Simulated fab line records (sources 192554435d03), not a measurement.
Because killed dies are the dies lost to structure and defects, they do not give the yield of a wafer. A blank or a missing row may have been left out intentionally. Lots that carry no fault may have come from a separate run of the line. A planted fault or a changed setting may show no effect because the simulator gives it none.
Which tool did it? || flow n5_finfet || Sampling: 10 lots, 30 wafers, 5 of 1938 route steps

WHAT THE GAUGES READ, wafer by wafer
No reading from a measuring or inspecting step in the record can be judged against a usual standard deviation.

WHAT TOOL EACH LOT RAN ON (gives the tool, then ch and the chambers of the sampled wafers, and finally the start)
{"lot": "L454", "N5_ILD0_ALD_15": "ald_sin-03 ch 1,2,3, day 3 19:27", "N5_PASSIVATION_STRIP_34": "rie_diel-05 ch 0,1, day 13 03:49", "N5_PASSIVATION_PASS_ETCH_47": "rie_diel-05 ch 0,2,3, day 13 06:01", "N5_PASSIVATION_ETCH_54": "rie_diel-05 ch 0,2,3, day 13 06:14", "N5_PASSIVATION_PROBE_49": "-"}
{"lot": "L456", "N5_ILD0_ALD_15": "ald_sin-03 ch 2,3, day 4 08:42", "N5_PASSIVATION_STRIP_34": "rie_diel-03 ch 2,3, day 13 07:41", "N5_PASSIVATION_PASS_ETCH_47": "rie_diel-01 ch 0,1,3, day 13 08:53", "N5_PASSIVATION_ETCH_54": "rie_diel-01 ch 0,1,3, day 13 09:07", "N5_PASSIVATION_PROBE_49": "-"}
{"lot": "L457", "N5_ILD0_ALD_15": "ald_sin-03 ch 2,3, day 4 18:29", "N5_PASSIVATION_STRIP_34": "rie_diel-01 ch 0,1, day 13 07:25", "N5_PASSIVATION_PASS_ETCH_47": "rie_diel-05 ch 2,3, day 13 08:35", "N5_PASSIVATION_ETCH_54": "rie_diel-05 ch 2,3, day 13 08:49", "N5_PASSIVATION_PROBE_49": "prober-01, day 13 11:44"}
{"lot": "L458", "N5_ILD0_ALD_15": "ald_sin-01 ch 0,1,2, day 4 19:31", "N5_PASSIVATION_STRIP_34": "rie_diel-03 ch 1,3, day 13 07:55", "N5_PASSIVATION_PASS_ETCH_47": "rie_diel-05 ch 0,2,3, day 13 09:27", "N5_PASSIVATION_ETCH_54": "rie_diel-05 ch 0,2,3, day 13 09:41", "N5_PASSIVATION_PROBE_49": "-"}
{"lot": "L459", "N5_ILD0_ALD_15": "ald_sin-03 ch 1,2,3, day 5 06:48", "N5_PASSIVATION_STRIP_34": "rie_diel-05 ch 0,3, day 13 23:32", "N5_PASSIVATION_PASS_ETCH_47": "rie_diel-05 ch 1,3, day 14 00:49", "N5_PASSIVATION_ETCH_54": "rie_diel-05 ch 1,3, day 14 01:03", "N5_PASSIVATION_PROBE_49": "prober-01, day 14 03:53"}
{"lot": "L463", "N5_ILD0_ALD_15": "ald_sin-01 ch 1,2,3, day 6 09:34", "N5_PASSIVATION_STRIP_34": "rie_diel-03 ch 0,1, day 14 23:31", "N5_PASSIVATION_PASS_ETCH_47": "rie_diel-05 ch 0,3, day 15 00:48", "N5_PASSIVATION_ETCH_54": "rie_diel-05 ch 0,3, day 15 01:02", "N5_PASSIVATION_PROBE_49": "-"}
{"lot": "L471", "N5_ILD0_ALD_15": "ald_sin-03 ch 0,3, day 8 01:05", "N5_PASSIVATION_STRIP_34": "rie_diel-03 ch 1,2,3, day 16 15:10", "N5_PASSIVATION_PASS_ETCH_47": "rie_diel-01 ch 0,2,3, day 16 16:22", "N5_PASSIVATION_ETCH_54": "rie_diel-01 ch 0,2,3, day 16 16:35", "N5_PASSIVATION_PROBE_49": "-"}
{"lot": "L472", "N5_ILD0_ALD_15": "ald_sin-03 ch 0,1, day 8 10:49", "N5_PASSIVATION_STRIP_34": "rie_diel-03 ch 2,3, day 17 11:28", "N5_PASSIVATION_PASS_ETCH_47": "rie_diel-03 ch 1,2, day 17 12:38", "N5_PASSIVATION_ETCH_54": "rie_diel-03 ch 1,2, day 17 12:52", "N5_PASSIVATION_PROBE_49": "-"}
{"lot": "L473", "N5_ILD0_ALD_15": "ald_sin-03 ch 0,2, day 8 19:16", "N5_PASSIVATION_STRIP_34": "rie_diel-01 ch 2,3, day 17 12:53", "N5_PASSIVATION_PASS_ETCH_47": "rie_diel-03 ch 1,2, day 17 14:04", "N5_PASSIVATION_ETCH_54": "rie_diel-03 ch 1,2, day 17 14:17", "N5_PASSIVATION_PROBE_49": "-"}
{"lot": "L476", "N5_ILD0_ALD_15": "ald_sin-01 ch 0,2,3, day 9 07:55", "N5_PASSIVATION_STRIP_34": "rie_diel-05 ch 0,2,3, day 18 01:10", "N5_PASSIVATION_PASS_ETCH_47": "rie_diel-03 ch 2,3, day 18 02:26", "N5_PASSIVATION_ETCH_54": "rie_diel-03 ch 2,3, day 18 02:40", "N5_PASSIVATION_PROBE_49": "-"}
- N5_ILD0_ALD_15: deposits SiNx, target thk 24 nm, pulse time 1 s, ald cycles 480.
- N5_PASSIVATION_STRIP_34: strips in O2.
- N5_PASSIVATION_PASS_ETCH_47: etches SiNx in CF4/O2, target depth 770 nm, time 385 s.
- N5_PASSIVATION_ETCH_54: etches SiO2 in CHF3/O2, target depth 880 nm, time 440 s.
- N5_PASSIVATION_PROBE_49

WHAT THE TOOLS THEMSELVES READ (means of the sampled wafers that have a number; where no wafer has one, the mark that the record gives instead)
N5_ILD0_ALD_15. Usual: chamber_pressure_Torr 2.000 Torr, standard deviation 0.0038; heater_power_w 859 W, standard deviation 120; precursor_pulse_height_rel 1.000, standard deviation 0.019.
{"lot": "L454", "tool": "ald_sin-03", "chamber_pressure_Torr (Torr)": 2.000, "heater_power_w (W)": 865, "precursor_pulse_height_rel": 1.013, "flag": ""}
{"lot": "L456", "tool": "ald_sin-03", "chamber_pressure_Torr (Torr)": 2.000, "heater_power_w (W)": 841, "precursor_pulse_height_rel": 1.010, "flag": ""}
{"lot": "L457", "tool": "ald_sin-03", "chamber_pressure_Torr (Torr)": 2.001, "heater_power_w (W)": 881, "precursor_pulse_height_rel": 1.005, "flag": ""}
{"lot": "L458", "tool": "ald_sin-01", "chamber_pressure_Torr (Torr)": 2.001, "heater_power_w (W)": 751, "precursor_pulse_height_rel": 0.997, "flag": ""}
{"lot": "L459", "tool": "ald_sin-03", "chamber_pressure_Torr (Torr)": 2.002, "heater_power_w (W)": 854, "precursor_pulse_height_rel": 0.996, "flag": ""}
{"lot": "L463", "tool": "ald_sin-01", "chamber_pressure_Torr (Torr)": 2.001, "heater_power_w (W)": 884, "precursor_pulse_height_rel": 1.008, "flag": ""}
{"lot": "L471", "tool": "ald_sin-03", "chamber_pressure_Torr (Torr)": 1.997, "heater_power_w (W)": 814, "precursor_pulse_height_rel": 0.983, "flag": ""}
{"lot": "L472", "tool": "ald_sin-03", "chamber_pressure_Torr (Torr)": 1.999, "heater_power_w (W)": 878, "precursor_pulse_height_rel": 1.006, "flag": ""}
{"lot": "L473", "tool": "ald_sin-03", "chamber_pressure_Torr (Torr)": 2.001, "heater_power_w (W)": 904, "precursor_pulse_height_rel": 0.993, "flag": ""}
{"lot": "L476", "tool": "ald_sin-01", "chamber_pressure_Torr (Torr)": 2.002, "heater_power_w (W)": 897, "precursor_pulse_height_rel": 0.993, "flag": ""}

N5_PASSIVATION_STRIP_34. Usual: drypump_motor_current_A 5.8 A, standard deviation 0.48; oes_product_au 0.81 a.u., standard deviation 0.09; rf_vpp_V 3.7 V, standard deviation 1.5; showerhead_plenum_p_Torr 2.10 Torr, standard deviation 0.072; throttle_valve_pct 16.53 %, standard deviation 0.2.
{"lot": "L454", "tool": "rie_diel-05", "drypump_motor_current_A (A)": 5.5, "oes_product_au (a.u.)": 0.93, "rf_vpp_V (V)": 3.5, "showerhead_plenum_p_Torr (Torr)": 2.12, "throttle_valve_pct (%)": 16.42, "flag": ""}
{"lot": "L456", "tool": "rie_diel-03", "drypump_motor_current_A (A)": 6.5, "oes_product_au (a.u.)": 0.71, "rf_vpp_V (V)": 4.0, "showerhead_plenum_p_Torr (Torr)": 2.09, "throttle_valve_pct (%)": 16.91, "flag": ""}
{"lot": "L457", "tool": "rie_diel-01", "drypump_motor_current_A (A)": 5.9, "oes_product_au (a.u.)": 0.76, "rf_vpp_V (V)": 4.3, "showerhead_plenum_p_Torr (Torr)": 2.03, "throttle_valve_pct (%)": 16.48, "flag": ""}
{"lot": "L458", "tool": "rie_diel-03", "drypump_motor_current_A (A)": 5.8, "oes_product_au (a.u.)": 0.76, "rf_vpp_V (V)": 4.5, "showerhead_plenum_p_Torr (Torr)": 2.13, "throttle_valve_pct (%)": 16.50, "flag": ""}
{"lot": "L459", "tool": "rie_diel-05", "drypump_motor_current_A (A)": 5.3, "oes_product_au (a.u.)": 0.85, "rf_vpp_V (V)": 2.6, "showerhead_plenum_p_Torr (Torr)": 2.12, "throttle_valve_pct (%)": 16.55, "flag": ""}
{"lot": "L463", "tool": "rie_diel-03", "drypump_motor_current_A (A)": 5.9, "oes_product_au (a.u.)": 0.77, "rf_vpp_V (V)": 5.0, "showerhead_plenum_p_Torr (Torr)": 2.13, "throttle_valve_pct (%)": 16.50, "flag": ""}
{"lot": "L471", "tool": "rie_diel-03", "drypump_motor_current_A (A)": 6.2, "oes_product_au (a.u.)": 0.80, "rf_vpp_V (V)": 3.5, "showerhead_plenum_p_Torr (Torr)": 2.10, "throttle_valve_pct (%)": 16.56, "flag": ""}
{"lot": "L472", "tool": "rie_diel-03", "drypump_motor_current_A (A)": 6.4, "oes_product_au (a.u.)": 0.78, "rf_vpp_V (V)": 3.7, "showerhead_plenum_p_Torr (Torr)": 2.04, "throttle_valve_pct (%)": 16.67, "flag": ""}
{"lot": "L473", "tool": "rie_diel-01", "drypump_motor_current_A (A)": 5.3, "oes_product_au (a.u.)": 0.75, "rf_vpp_V (V)": 4.9, "showerhead_plenum_p_Torr (Torr)": 2.19, "throttle_valve_pct (%)": 16.56, "flag": ""}
{"lot": "L476", "tool": "rie_diel-05", "drypump_motor_current_A (A)": 5.6, "oes_product_au (a.u.)": 0.88, "rf_vpp_V (V)": 2.7, "showerhead_plenum_p_Torr (Torr)": 2.08, "throttle_valve_pct (%)": 16.49, "flag": ""}

N5_PASSIVATION_PASS_ETCH_47. Usual: drypump_motor_current_A 5.9 A, standard deviation 0.49; oes_product_au 0.79 a.u., standard deviation 0.087; rf_vpp_V 239.3 V, standard deviation 2.2; showerhead_plenum_p_Torr 2.21 Torr, standard deviation 0.073; throttle_valve_pct 15.80 %, standard deviation 0.21.
{"lot": "L454", "tool": "rie_diel-05", "drypump_motor_current_A (A)": 5.6, "oes_product_au (a.u.)": 0.78, "rf_vpp_V (V)": 237.9, "showerhead_plenum_p_Torr (Torr)": 2.20, "throttle_valve_pct (%)": 15.94, "flag": ""}
{"lot": "L456", "tool": "rie_diel-01", "drypump_motor_current_A (A)": 5.6, "oes_product_au (a.u.)": 0.78, "rf_vpp_V (V)": 241.8, "showerhead_plenum_p_Torr (Torr)": 2.22, "throttle_valve_pct (%)": 15.62, "flag": ""}
{"lot": "L457", "tool": "rie_diel-05", "drypump_motor_current_A (A)": 6.0, "oes_product_au (a.u.)": 0.68, "rf_vpp_V (V)": 237.7, "showerhead_plenum_p_Torr (Torr)": 2.18, "throttle_valve_pct (%)": 16.14, "flag": ""}
{"lot": "L458", "tool": "rie_diel-05", "drypump_motor_current_A (A)": 5.6, "oes_product_au (a.u.)": 0.77, "rf_vpp_V (V)": 238.2, "showerhead_plenum_p_Torr (Torr)": 2.21, "throttle_valve_pct (%)": 15.95, "flag": ""}
{"lot": "L459", "tool": "rie_diel-05", "drypump_motor_current_A (A)": 5.9, "oes_product_au (a.u.)": 0.82, "rf_vpp_V (V)": 238.4, "showerhead_plenum_p_Torr (Torr)": 2.17, "throttle_valve_pct (%)": 15.81, "flag": ""}
{"lot": "L463", "tool": "rie_diel-05", "drypump_motor_current_A (A)": 5.3, "oes_product_au (a.u.)": 0.76, "rf_vpp_V (V)": 238.6, "showerhead_plenum_p_Torr (Torr)": 2.20, "throttle_valve_pct (%)": 15.97, "flag": ""}
{"lot": "L471", "tool": "rie_diel-01", "drypump_motor_current_A (A)": 5.3, "oes_product_au (a.u.)": 0.77, "rf_vpp_V (V)": 241.7, "showerhead_plenum_p_Torr (Torr)": 2.28, "throttle_valve_pct (%)": 15.61, "flag": ""}
{"lot": "L472", "tool": "rie_diel-03", "drypump_motor_current_A (A)": 6.0, "oes_product_au (a.u.)": 0.79, "rf_vpp_V (V)": 240.4, "showerhead_plenum_p_Torr (Torr)": 2.28, "throttle_valve_pct (%)": 15.76, "flag": ""}
{"lot": "L473", "tool": "rie_diel-03", "drypump_motor_current_A (A)": 6.0, "oes_product_au (a.u.)": 0.78, "rf_vpp_V (V)": 241.3, "showerhead_plenum_p_Torr (Torr)": 2.28, "throttle_valve_pct (%)": 15.76, "flag": ""}
{"lot": "L476", "tool": "rie_diel-03", "drypump_motor_current_A (A)": 6.5, "oes_product_au (a.u.)": 0.83, "rf_vpp_V (V)": 240.1, "showerhead_plenum_p_Torr (Torr)": 2.20, "throttle_valve_pct (%)": 15.87, "flag": ""}

N5_PASSIVATION_ETCH_54. Usual: drypump_motor_current_A 5.9 A, standard deviation 0.49; oes_product_au 0.79 a.u., standard deviation 0.087; rf_vpp_V 521 V, standard deviation 4.5; showerhead_plenum_p_Torr 2.42 Torr, standard deviation 0.081; throttle_valve_pct 18.70 %, standard deviation 0.2.
{"lot": "L454", "tool": "rie_diel-05", "drypump_motor_current_A (A)": 5.6, "oes_product_au (a.u.)": 0.77, "rf_vpp_V (V)": 518, "showerhead_plenum_p_Torr (Torr)": 2.41, "throttle_valve_pct (%)": 18.85, "flag": ""}
{"lot": "L456", "tool": "rie_diel-01", "drypump_motor_current_A (A)": 5.6, "oes_product_au (a.u.)": 0.78, "rf_vpp_V (V)": 523, "showerhead_plenum_p_Torr (Torr)": 2.42, "throttle_valve_pct (%)": 18.52, "flag": ""}
{"lot": "L457", "tool": "rie_diel-05", "drypump_motor_current_A (A)": 6.0, "oes_product_au (a.u.)": 0.69, "rf_vpp_V (V)": 517, "showerhead_plenum_p_Torr (Torr)": 2.38, "throttle_valve_pct (%)": 19.03, "flag": ""}
{"lot": "L458", "tool": "rie_diel-05", "drypump_motor_current_A (A)": 5.6, "oes_product_au (a.u.)": 0.77, "rf_vpp_V (V)": 518, "showerhead_plenum_p_Torr (Torr)": 2.41, "throttle_valve_pct (%)": 18.85, "flag": ""}
{"lot": "L459", "tool": "rie_diel-05", "drypump_motor_current_A (A)": 5.9, "oes_product_au (a.u.)": 0.82, "rf_vpp_V (V)": 518, "showerhead_plenum_p_Torr (Torr)": 2.36, "throttle_valve_pct (%)": 18.73, "flag": ""}
{"lot": "L463", "tool": "rie_diel-05", "drypump_motor_current_A (A)": 5.3, "oes_product_au (a.u.)": 0.75, "rf_vpp_V (V)": 518, "showerhead_plenum_p_Torr (Torr)": 2.40, "throttle_valve_pct (%)": 18.87, "flag": ""}
{"lot": "L471", "tool": "rie_diel-01", "drypump_motor_current_A (A)": 5.3, "oes_product_au (a.u.)": 0.78, "rf_vpp_V (V)": 526, "showerhead_plenum_p_Torr (Torr)": 2.49, "throttle_valve_pct (%)": 18.52, "flag": ""}
{"lot": "L472", "tool": "rie_diel-03", "drypump_motor_current_A (A)": 6.0, "oes_product_au (a.u.)": 0.79, "rf_vpp_V (V)": 523, "showerhead_plenum_p_Torr (Torr)": 2.49, "throttle_valve_pct (%)": 18.65, "flag": ""}
{"lot": "L473", "tool": "rie_diel-03", "drypump_motor_current_A (A)": 6.0, "oes_product_au (a.u.)": 0.78, "rf_vpp_V (V)": 523, "showerhead_plenum_p_Torr (Torr)": 2.49, "throttle_valve_pct (%)": 18.66, "flag": ""}
{"lot": "L476", "tool": "rie_diel-03", "drypump_motor_current_A (A)": 6.5, "oes_product_au (a.u.)": 0.83, "rf_vpp_V (V)": 522, "showerhead_plenum_p_Torr (Torr)": 2.40, "throttle_valve_pct (%)": 18.78, "flag": ""}

N5_PASSIVATION_PROBE_49. Usual: defect_limited_yield 91.0 %, standard deviation 1.5; killed_at_M0_to_M3 36, standard deviation 12; killed_at_M4_up 14, standard deviation 5.5; killed_at_contacts 11, standard deviation 4.8; killed_at_front_end 42, standard deviation 12; killed_at_other 3.7, standard deviation 2.7; killed_dies 106, standard deviation 18; killed_on_rim 13, standard deviation 4.5; killed_open 70, standard deviation 13; killed_short 35, standard deviation 8.2; sort_bin_5_function 5.3 %, standard deviation 1; sort_bin_6_memory 3.3 %, standard deviation 0.69; sort_n_pass 1074, standard deviation 18; sort_yield_pct 91.0 %, standard deviation 1.5.
{"lot": "L457", "tool": "prober-01", "defect_limited_yield (%)": 81.6, "killed_at_M0_to_M3": 25, "killed_at_M4_up": 13, "killed_at_contacts": 10, "killed_at_front_end": 164, "killed_at_other": 5.0, "killed_dies": 217, "killed_on_rim": 29, "killed_open": 51, "killed_short": 34, "sort_bin_5_function (%)": 10.7, "sort_bin_6_memory (%)": 3.5, "sort_n_pass": 963, "sort_yield_pct (%)": 81.6, "flag": "OFF"}
{"lot": "L459", "tool": "prober-01", "defect_limited_yield (%)": 80.2, "killed_at_M0_to_M3": 34, "killed_at_M4_up": 17, "killed_at_contacts": 7, "killed_at_front_end": 167, "killed_at_other": 8.0, "killed_dies": 234, "killed_on_rim": 30, "killed_open": 66, "killed_short": 38, "sort_bin_5_function (%)": 11.5, "sort_bin_6_memory (%)": 4.6, "sort_n_pass": 946, "sort_yield_pct (%)": 80.2, "flag": "OFF"}

THE ANSWER, worked out from the rows above alone
Rule: a lot is off if the mean of its wafers that have a number lies more than 3 standard deviations from the usual mean. Also off: a lot with no number at a reading for which 4 or more lots have one. All remaining lots with rows at the step are treated as sound. After the gauges, taken in route order, come the tools' own readings; for these a lot's mean is taken, as printed above. The first step at which some lot is off is used, and at that step the reading that is off furthest; a lot without a number counts as furthest.
Off at N5_PASSIVATION_PROBE_49 (killed_at_front_end): L457, L459. Neither off nor sound, because the step has no rows for them: L454, L456, L458, L463, L471, L472, L473, L476.
If a tool, at that step or one of the process steps before it, ran each lot that is off and ran no sound lot following the first of them, it fits. Can't be told from this: 3 tools fit, ald_sin-03 at N5_ILD0_ALD_15, rie_diel-05 at N5_PASSIVATION_PASS_ETCH_47 and N5_PASSIVATION_ETCH_54, prober-01 at N5_PASSIVATION_PROBE_49.

WHAT THE SIMULATOR HAD INSERTED
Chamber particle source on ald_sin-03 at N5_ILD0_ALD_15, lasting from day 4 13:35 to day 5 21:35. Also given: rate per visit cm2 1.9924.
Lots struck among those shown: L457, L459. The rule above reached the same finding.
